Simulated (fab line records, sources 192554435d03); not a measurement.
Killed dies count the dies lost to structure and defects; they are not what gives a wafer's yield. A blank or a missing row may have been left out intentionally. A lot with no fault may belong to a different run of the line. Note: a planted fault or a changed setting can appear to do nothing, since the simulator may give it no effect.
Chamber matching / flow n5 finfet / N5_BEOL_M4_CO_CAP_55 on cvd co-02 has 3 sister chambers
The step material Co, precursor CCTBA/H2, target thk 2 nm, time 102.1 s. 6 wafers are shown with their chamber, then 10 later ones without.

WAFERS WITH THEIR CHAMBER
wafer=L079.4; chamber=0; heater power w (W)=246
wafer=L082.5; chamber=0; heater power w (W)=253
wafer=L084.2; chamber=1; heater power w (W)=237
wafer=L084.5; chamber=2; heater power w (W)=293
wafer=L085.3; chamber=1; heater power w (W)=241
wafer=L085.4; chamber=2; heater power w (W)=279

WAFERS WITH NO CHAMBER GIVEN
wafer=L085.5; heater power w (W)=255
wafer=L086.3; heater power w (W)=254
wafer=L086.5; heater power w (W)=254
wafer=L086.6; heater power w (W)=241
wafer=L087.2; heater power w (W)=235
wafer=L087.3; heater power w (W)=249
wafer=L087.5; heater power w (W)=284
wafer=L091.1; heater power w (W)=255
wafer=L091.2; heater power w (W)=243
wafer=L091.4; heater power w (W)=236

WHICH CHAMBER EACH WENT THROUGH
wafer=L085.5; from the rows above=can't be placed: 0 or 1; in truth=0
wafer=L086.3; from the rows above=can't be placed: 0 or 1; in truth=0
wafer=L086.5; from the rows above=can't be placed: 0 or 1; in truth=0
wafer=L086.6; from the rows above=can't be placed: 1 or 0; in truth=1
wafer=L087.2; from the rows above=can't be placed: 1 or 0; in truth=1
wafer=L087.3; from the rows above=can't be placed: 0 or 1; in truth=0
wafer=L087.5; from the rows above=2; in truth=2
wafer=L091.1; from the rows above=can't be placed: 0 or 1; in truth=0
wafer=L091.2; from the rows above=can't be placed: 1 or 0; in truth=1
wafer=L091.4; from the rows above=can't be placed: 1 or 0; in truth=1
Correctly placed: 1 of 10. These rows do not allow placing 9 (true chamber among the candidates in 9). Placed wrongly: 0.
How it was worked out, from the rows above alone: a wafer's distance from a chamber is the root of the sum, over the readings, of the square of ((its reading less the chamber's mean) divided by the reading's scatter). The wafer belongs to the nearest chamber; if the next one is less than 2 further off, it can't be placed. Each chamber's mean is taken over the wafers shown for it. The scatter: the root of (the sum of the squares of (reading less its chamber's mean) over the shown wafers, divided by (wafers less chambers)).
